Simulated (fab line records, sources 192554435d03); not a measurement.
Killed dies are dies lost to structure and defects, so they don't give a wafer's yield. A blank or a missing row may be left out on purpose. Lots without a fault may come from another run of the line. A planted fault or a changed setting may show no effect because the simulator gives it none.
Problem report in the 8D (eight disciplines) form, filled by code | flow n5_finfet | the parts of the form that need people (team, actions taken, sign-off) are left out

1. THE PROBLEM
etch_rf_on_time_s at N5_BEOL_M6_ETCH_65 reads a mean of 17.9 s on 2 wafers of 2 lots; wafers without a fault read 25.6 s with a standard deviation of 0.35. That is -22 standard deviations from the usual mean.
The step: etches SiARC in CF4, target depth 15.6 nm, time 26 s.
First seen on wafer L237.2, day 13 09:11, on rie_diel-01. The record holds 29 wafers of 11 lots with a number at this step. Rule for "out", or "out of limits": more than 4 standard deviations from the usual mean. The other wafers with a number count as sound.

2. WHAT IT IS AND WHAT IT IS NOT
question                    | is                | is not
which readings at this step | etch_rf_on_time_s | drypump_motor_current_A, rf_vpp_V, showerhead_plenum_p_Torr, throttle_valve_pct
which lots                  | L237, L241        | L222, L225, L226, L227, L229, L230, L232, L233, L242
which wafers of those lots  | L237.2, L241.2    | L237.1, L241.3
read on which tools         | rie_diel-01       | rie_diel-05, rie_diel-06
when                        | from day 13 09:11 | up to then (23 sound wafers); but 4 sound wafers of L241, L242 came after

3. SUSPECTS, AND WHAT RULES EACH OUT
Counting: a tool at a process step up to the reading stays a suspect if it ran every lot that is out. Sound lots after the first of them don't rule it out here, since some wafers of a struck lot are sound.
- rie_diel-01 at N5_BEOL_M6_ETCH_72 (etches underlayer in N2/H2, target depth 6.5 nm, time 5.2 s): kept. It ran every lot that is out, first L237 (day 13 09:10); its last sound lot up to then is L232 (day 12 02:23).
- rie_diel-01 at N5_BEOL_M6_ETCH_65 (etches SiARC in CF4, target depth 15.6 nm, time 26 s): kept. It ran every lot that is out, first L237 (day 13 09:11); its last sound lot up to then is L232 (day 12 02:25). Its own readings are out on those wafers: etch_rf_on_time_s.
- Within rie_diel-01 at N5_BEOL_M6_ETCH_72: the wafers that are out ran in chamber 0; their sound lot-mates ran in chambers 1, 3.
- Within rie_diel-01 at N5_BEOL_M6_ETCH_65: the wafers that are out ran in chamber 0; their sound lot-mates ran in chambers 1, 3.
Left after counting: rie_diel-01 at N5_BEOL_M6_ETCH_72, rie_diel-01 at N5_BEOL_M6_ETCH_65.

4. THE CAUSE (what the simulator had put in)
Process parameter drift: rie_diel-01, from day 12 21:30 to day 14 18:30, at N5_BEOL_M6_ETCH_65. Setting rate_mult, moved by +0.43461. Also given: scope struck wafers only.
Counting left 2 suspects, and this tool is among them.

5. THE CHAIN OF EFFECTS, in route order
Each row: a reading whose mean over the struck wafers that have a number lies more than 3 standard deviations from the usual. Only readings for which the record gives a usual standard deviation are gone through. hours: the time from each lot's start at the first step in this table that gives one to its start at this step, as a median over the lots. sigmas: the change in usual standard deviations.
hours | step               | reading           | usual  | on struck wafers | change | sigmas
0     | N5_BEOL_M6_ETCH_65 | etch_rf_on_time_s | 25.6 s | 17.9             | -7.8   | -22
The process steps in it:
- N5_BEOL_M6_ETCH_65: etches SiARC in CF4, target depth 15.6 nm, time 26 s.

6. WHAT WOULD HAVE CAUGHT IT SOONER
In this record the first reading out of limits was taken at day 13 09:11, 12 hours after the fault began at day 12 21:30.
